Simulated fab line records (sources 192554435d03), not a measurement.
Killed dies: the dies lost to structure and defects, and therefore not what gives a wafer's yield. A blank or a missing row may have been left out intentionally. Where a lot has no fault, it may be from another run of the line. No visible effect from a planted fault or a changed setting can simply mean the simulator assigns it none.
Matching of chambers ; flow n5-finfet ; N5_BEOL_M2_STRIP_36 on rie-diel-04 has 4 sister chambers
The step strips in N2/H2. 4 wafers are shown with their chamber, then 10 later ones without.

WAFERS WITH THEIR CHAMBER
wafer;chamber;drypump-motor-current-A (A)
L083.5;2;5.8
L087.2;0;4.7
L088.1;3;5.8
L088.4;1;6.0

WAFERS WITHOUT THEIR CHAMBER
wafer;drypump-motor-current-A (A)
L088.6;6.0
L094.2;5.8
L094.3;6.0
L094.6;4.8
L093.1;4.8
L093.5;5.9
L093.6;4.8
L095.2;5.8
L095.3;4.7
L095.4;5.9

WHICH CHAMBER EACH WENT THROUGH
wafer;from the rows above;in truth
L088.6;1;1
L094.2;can't be placed: 2 or 3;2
L094.3;1;1
L094.6;0;0
L093.1;0;0
L093.5;can't be placed: 1 or 2 or 3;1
L093.6;0;0
L095.2;can't be placed: 2 or 3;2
L095.3;0;0
L095.4;can't be placed: 1 or 2 or 3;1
6 of 10 placed correctly. Cannot be placed on the basis of these rows: 4; the candidates contain the true chamber in 4. 0 placed wrongly.
How it was worked out, from the rows above alone: a wafer's distance from a chamber is the root of the sum, over the readings, of the square of ((its reading less the chamber's mean) divided by the reading's scatter). The wafer belongs to the nearest chamber; if the next one is less than 2 further off, it can't be placed. The mean given for a chamber averages the wafers shown for that chamber. The scatter: root of mean squared gap, hidden wafer to nearest shown wafer, with one shown wafer a chamber.
